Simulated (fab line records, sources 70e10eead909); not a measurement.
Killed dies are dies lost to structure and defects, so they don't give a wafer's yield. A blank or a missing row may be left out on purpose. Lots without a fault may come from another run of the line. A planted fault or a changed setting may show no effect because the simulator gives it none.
Which tool did it? | flow nand_harc | 14 lots, 42 wafers sampled, at 4 steps of a route of 1302

WHAT THE GAUGES READ, wafer by wafer
The record holds no reading of a measuring or inspecting step that can be judged against a usual standard deviation.

WHICH TOOL RAN EACH LOT (tool, then ch and the chambers of the sampled wafers, then the start)
lot  | NHARC_A_STAIRCASE_ETCH_313         | NHARC_A_STAIRCASE_ETCH_453                    | NHARC_A_STAIRCASE_CVD_552                                   | NHARC_A_STAIRCASE_DEP_325
L926 | rie_diel-03 ch 2,3, day 17 11:07   | rie_diel-03 ch 1,2,3, day 17 23:47 or earlier | lpcvd-01 ch 0, day 17 23:47                                 | pecvd-01 ch 0,1, day 18 22:03
L927 | rie_diel-11 ch 0,2,3, day 17 17:06 | rie_diel-11 ch 2,3, day 18 05:57 or earlier   | lpcvd-02 ch 0, day 18 05:57                                 | pecvd-04 ch 0,2, day 19 03:44
L928 | rie_diel-03 ch 1,2, day 18 08:44   | rie_diel-03 ch 0,1,2, day 18 20:03 or earlier | lpcvd-01 ch 0, day 18 20:03                                 | pecvd-04 ch 1,2, day 19 17:01
L929 | rie_diel-11 ch 0,3, day 18 12:31   | rie_diel-11 ch 0,2,3, day 18 23:49 or earlier | lpcvd-01 ch 1, day 18 23:49                                 | pecvd-03 ch 1,2, day 19 17:01
L930 | rie_diel-11 ch 1,2,3, day 18 20:07 | rie_diel-11 ch 1,3, day 19 07:46 or earlier   | lpcvd-01 ch 1, day 19 07:46                                 | pecvd-03 ch 0,1, day 20 06:10
L931 | rie_diel-02 ch 0,2,3, day 18 20:37 | rie_diel-02 ch 0,2, day 19 07:46 or earlier   | lpcvd-01 ch 0, day 19 07:46                                 | pecvd-01 ch 0,1, day 20 06:16
L932 | rie_diel-11 ch 1,2,3, day 19 09:44 | rie_diel-11 ch 0,1,3, day 19 21:08 or earlier | lpcvd-02 ch 1, day 19 21:08                                 | pecvd-04 ch 1,2, day 20 16:26
L933 | rie_diel-02 ch 2,3, day 20 06:38   | rie_diel-02 ch 0,2, day 20 21:43 or earlier   | lpcvd-01 ch 0, day 20 21:43                                 | pecvd-04 ch 0,1, day 21 18:23
L934 | rie_diel-11 ch 1,2,3, day 20 16:19 | rie_diel-11 ch 1,2, day 21 03:41 or earlier   | lpcvd-02 ch 0, day 21 03:41 and lpcvd-01 ch 0, day 21 10:53 | pecvd-01 ch 0,1,2, day 22 03:17
L937 | rie_diel-11 ch 2,3, day 21 22:23   | rie_diel-11 ch 0,3, day 22 09:56 or earlier   | lpcvd-02 ch 0, day 22 09:56                                 | pecvd-03 ch 0,1,2, day 23 05:20
L945 | rie_diel-03 ch 0,2,3, day 25 01:25 | rie_diel-03 ch 0,2,3, day 25 12:43 or earlier | lpcvd-02 ch 1, day 25 12:43                                 | pecvd-04 ch 0,1,2, day 26 08:42
L946 | rie_diel-11 ch 0,2,3, day 25 15:09 | rie_diel-11 ch 2,3, day 26 04:40 or earlier   | lpcvd-02 ch 0, day 26 04:40                                 | pecvd-03 ch 0,1,2, day 27 00:35
L947 | rie_diel-03 ch 0,2, day 25 19:53   | rie_diel-03 ch 0,1,2, day 26 04:40 or earlier | lpcvd-02 ch 0, day 26 04:40                                 | pecvd-01 ch 0,2, day 27 00:18
L948 | rie_diel-11 ch 0,2, day 26 08:36   | rie_diel-11 ch 1,2, day 26 19:57 or earlier   | lpcvd-01 ch 0, day 26 19:57                                 | pecvd-03 ch 0,2, day 27 18:07
- NHARC_A_STAIRCASE_ETCH_313: etches the open film in CF4/CHF3.
- NHARC_A_STAIRCASE_ETCH_453: etches the open film in CF4/O2, target depth 30 nm, overetch 3 nm, time 16.5 s.
- NHARC_A_STAIRCASE_CVD_552: deposits SiNx, target thk 40 nm.
- NHARC_A_STAIRCASE_DEP_325: deposits SiO2, target thk 7200 nm.

WHAT THE TOOLS THEMSELVES READ (means of the sampled wafers that have a number; where no wafer has one, the mark that the record gives instead)
NHARC_A_STAIRCASE_ETCH_313. Usual: cf4_flow_sccm 100.04 sccm, standard deviation 0.28; drypump_motor_current_A 6.0 A, standard deviation 0.39; oes_product_au 0.923 a.u., standard deviation 0.0093; rf_vpp_V 370.5 V, standard deviation 2.7; showerhead_plenum_p_Torr 1.57 Torr, standard deviation 0.079; throttle_valve_pct 16.801 %, standard deviation 0.0094.
lot  | tool        | cf4_flow_sccm (sccm) | drypump_motor_current_A (A) | oes_product_au (a.u.) | rf_vpp_V (V) | showerhead_plenum_p_Torr (Torr) | throttle_valve_pct (%) | flag
L926 | rie_diel-03 | 99.88                | 6.4                         | 0.923                 | 371.3        | 1.59                            | 16.805                 |
L927 | rie_diel-11 | 99.93                | 6.0                         | 0.924                 | 371.4        | 1.58                            | 16.810                 |
L928 | rie_diel-03 | 99.73                | 6.2                         | 0.931                 | 370.1        | 1.56                            | 16.801                 |
L929 | rie_diel-11 | 99.88                | 6.3                         | 0.923                 | 374.1        | 1.65                            | 16.801                 |
L930 | rie_diel-11 | 100.26               | 5.9                         | 0.937                 | 370.7        | 1.57                            | 16.810                 |
L931 | rie_diel-02 | 100.10               | 5.6                         | 0.917                 | 371.2        | 1.59                            | 16.798                 |
L932 | rie_diel-11 | 100.27               | 5.9                         | 0.931                 | 371.2        | 1.57                            | 16.788                 |
L933 | rie_diel-02 | 100.09               | 5.7                         | 0.922                 | 372.4        | 1.63                            | 16.797                 |
L934 | rie_diel-11 | 100.12               | 5.9                         | 0.921                 | 370.7        | 1.57                            | 16.797                 |
L937 | rie_diel-11 | 99.85                | 6.2                         | 0.923                 | 371.3        | 1.61                            | 16.806                 |
L945 | rie_diel-03 | 99.92                | 6.4                         | 0.918                 | 369.9        | 1.56                            | 16.799                 |
L946 | rie_diel-11 | 100.11               | 6.0                         | 0.921                 | 369.8        | 1.57                            | 16.811                 |
L947 | rie_diel-03 | 100.02               | 6.6                         | 0.915                 | 372.1        | 1.61                            | 16.809                 |
L948 | rie_diel-11 | 99.64                | 5.7                         | 0.915                 | 367.6        | 1.50                            | 16.798                 |

NHARC_A_STAIRCASE_ETCH_453. Usual: cf4_flow_sccm 79.94 sccm, standard deviation 0.25; drypump_motor_current_A 6.0 A, standard deviation 0.39; oes_o_777_au 1.000 a.u., standard deviation 0.0045; oes_product_au 0.997 a.u., standard deviation 0.0095; rf_vpp_V 197.8 V, standard deviation 1.6; showerhead_plenum_p_Torr 1.33 Torr, standard deviation 0.07; throttle_valve_pct 13.397 %, standard deviation 0.0095.
lot  | tool        | cf4_flow_sccm (sccm) | drypump_motor_current_A (A) | oes_o_777_au (a.u.) | oes_product_au (a.u.) | rf_vpp_V (V) | showerhead_plenum_p_Torr (Torr) | throttle_valve_pct (%) | flag
L926 | rie_diel-03 | 80.05                | 6.3                         | 1.002               | 1.000                 | 198.1        | 1.34                            | 13.397                 |
L927 | rie_diel-11 | 79.95                | 6.2                         | 0.996               | 0.998                 | 199.0        | 1.37                            | 13.392                 |
L928 | rie_diel-03 | 79.87                | 6.4                         | 0.994               | 1.002                 | 197.1        | 1.33                            | 13.389                 |
L929 | rie_diel-11 | 79.90                | 6.0                         | 1.005               | 0.997                 | 198.1        | 1.34                            | 13.392                 |
L930 | rie_diel-11 | 79.71                | 5.8                         | 0.998               | 1.016                 | 198.1        | 1.36                            | 13.400                 |
L931 | rie_diel-02 | 80.05                | 5.6                         | 0.996               | 1.000                 | 198.1        | 1.32                            | 13.399                 |
L932 | rie_diel-11 | 79.79                | 5.9                         | 1.002               | 0.995                 | 197.2        | 1.36                            | 13.401                 |
L933 | rie_diel-02 | 79.77                | 5.6                         | 1.002               | 0.986                 | 198.2        | 1.30                            | 13.396                 |
L934 | rie_diel-11 | 79.71                | 5.6                         | 0.996               | 0.997                 | 196.8        | 1.27                            | 13.396                 |
L937 | rie_diel-11 | 79.85                | 6.3                         | 0.994               | 0.987                 | 198.6        | 1.40                            | 13.394                 |
L945 | rie_diel-03 | 79.76                | 6.4                         | 1.001               | 0.995                 | 197.8        | 1.33                            | 13.395                 |
L946 | rie_diel-11 | 79.84                | 5.9                         | 0.999               | 1.002                 | 197.6        | 1.29                            | 13.401                 |
L947 | rie_diel-03 | 79.87                | 6.4                         | 1.002               | 0.998                 | 196.6        | 1.31                            | 13.405                 |
L948 | rie_diel-11 | 80.17                | 5.6                         | 1.000               | 0.997                 | 196.4        | 1.28                            | 13.386                 |

NHARC_A_STAIRCASE_CVD_552. Usual: spike_tc_bottom_C 720.8 C, standard deviation 2.6; spike_tc_lower_C 700.4 C, standard deviation 1.7; zone_power_centre_pct 12.4 %, standard deviation 1.1.
lot  | tool              | spike_tc_bottom_C (C) | spike_tc_lower_C (C) | zone_power_centre_pct (%) | flag
L926 | lpcvd-01          | 720.5                 | 702.5                | 13.2                      |
L927 | lpcvd-02          | 721.6                 | 699.7                | 13.5                      |
L928 | lpcvd-01          | 721.3                 | 703.1                | 13.2                      |
L929 | lpcvd-01          | 724.7                 | 698.5                | 11.3                      |
L930 | lpcvd-01          | 723.8                 | 700.1                | 11.2                      |
L931 | lpcvd-01          | 720.5                 | 702.1                | 13.1                      |
L932 | lpcvd-02          | 717.8                 | 699.7                | 11.1                      |
L933 | lpcvd-01          | 720.8                 | 702.3                | 13.0                      |
L934 | lpcvd-02/lpcvd-01 | 720.6                 | 701.0                | 13.3                      |
L937 | lpcvd-02          | 720.6                 | 700.4                | 13.5                      |
L945 | lpcvd-02          | 715.7                 | 699.0                | 11.1                      |
L946 | lpcvd-02          | 721.0                 | 701.2                | 13.6                      |
L947 | lpcvd-02          | 719.9                 | 700.8                | 13.5                      |
L948 | lpcvd-01          | 720.3                 | 701.5                | 13.1                      |

NHARC_A_STAIRCASE_DEP_325. Usual: heater_power_w 633 W, standard deviation 110.
lot  | tool     | heater_power_w (W) | flag
L926 | pecvd-01 | 587                |
L927 | pecvd-04 | 685                |
L928 | pecvd-04 | 554                |
L929 | pecvd-03 | 522                |
L930 | pecvd-03 | 715                |
L931 | pecvd-01 | 662                |
L932 | pecvd-04 | 585                |
L933 | pecvd-04 | 669                |
L934 | pecvd-01 | 588                |
L937 | pecvd-03 | 603                |
L945 | pecvd-04 | 661                |
L946 | pecvd-03 | 610                |
L947 | pecvd-01 | 671                |
L948 | pecvd-03 | 585                |

THE ANSWER, worked out from the rows above alone
Rule: a lot is off if the mean of its wafers that have a number lies more than 3 standard deviations from the usual mean. A lot without any number at a reading at which 4 lots or more have one is off too. The other lots that the step has rows for count as sound. The gauges are gone through in route order, then the tools' own readings, and for those a lot's mean is taken as printed above. The first step at which some lot is off is used, and at that step the reading that is off furthest; a lot without a number counts as furthest.
No lot is off at any reading shown: from this, nothing can be told.

WHAT THE SIMULATOR HAD PUT IN
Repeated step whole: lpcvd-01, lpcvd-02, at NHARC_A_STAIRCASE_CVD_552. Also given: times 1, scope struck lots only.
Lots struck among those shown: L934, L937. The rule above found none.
